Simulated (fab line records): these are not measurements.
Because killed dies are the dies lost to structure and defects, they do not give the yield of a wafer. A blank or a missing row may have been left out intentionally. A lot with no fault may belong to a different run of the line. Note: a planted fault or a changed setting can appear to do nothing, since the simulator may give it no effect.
Which tool was responsible?    flow n5Finfet    30 wafers from 10 lots sampled at 2 of the route's 1938 steps

## WHAT THE GAUGES READ, wafer by wafer
N5_MOL_CONTACT_COAG_THK_MEAS_53.
lot   measured      on            VIA_MOL_THK (nm)
L076  day 5 18:41   filmMetro-02  43.7 44.1 44.9
L078  day 6 06:20   filmMetro-01  43.9 43.8 44.5
L080  day 6 17:30   filmMetro-02  43.6 44.2 43.8
L082  day 7 04:13   filmMetro-01  43.7 44.5 45.1
L084  day 8 02:32   filmMetro-02  43.7 44.0 43.1
L086  day 8 07:53   filmMetro-01  43.7 44.0 43.7
L088  day 8 14:56   filmMetro-02  43.5 44.0 44.2
L092  day 9 16:59   filmMetro-01  43.3 43.4 44.7
L095  day 10 12:07  filmMetro-01  42.4 42.9 43.2
L096  day 10 18:22  filmMetro-02  43.5 44.8 44.8

## WHAT TOOL EACH LOT RAN ON (gives the tool, then ch and the chambers of the sampled wafers, and finally the start)
lot   N5_MOL_CONTACT_COAG_VIA_ETCH_117
L076  rieDiel-02 ch 0,1,3, day 5 17:35
L078  rieDiel-02 ch 0,1,2, day 6 05:13
L080  rieDiel-02 ch 0,1,2, day 6 16:25
L082  rieDiel-02 ch 2,3, day 7 03:07
L084  rieDiel-02 ch 0,1,2, day 8 01:26
L086  rieDiel-06 ch 0,3, day 8 06:46
L088  rieDiel-06 ch 2,3, day 8 13:50
L092  rieDiel-02 ch 1,2,3, day 9 15:53
L095  rieDiel-02 ch 0,1,2, day 10 11:01
L096  rieDiel-02 ch 0,3, day 10 17:17
- N5_MOL_CONTACT_COAG_VIA_ETCH_117: etches SiO2 in C4F6/O2, target depth 40 nm, overetch 8 nm, time 26 s.

## THE ANSWER, worked out from the rows above alone
Rule: what is usual is taken from the lots themselves. The widest of any qualifying gaps counts: lots, ordered by their means at a reading, are off when they make up no more than a third of the lots, leave a main group of 4 or more, and stand apart from it by 3 or more times the standard deviation of that group's means. Not used: any main group whose means are identical at the precision the tables above print for the reading. A lot without any number at a reading at which 4 lots or more have one is off too. Any other lot the step has rows for is counted as sound.
No lot is off on any of the readings shown, so nothing can be concluded from this.

## WHAT HAD BEEN PUT IN BY THE SIMULATOR
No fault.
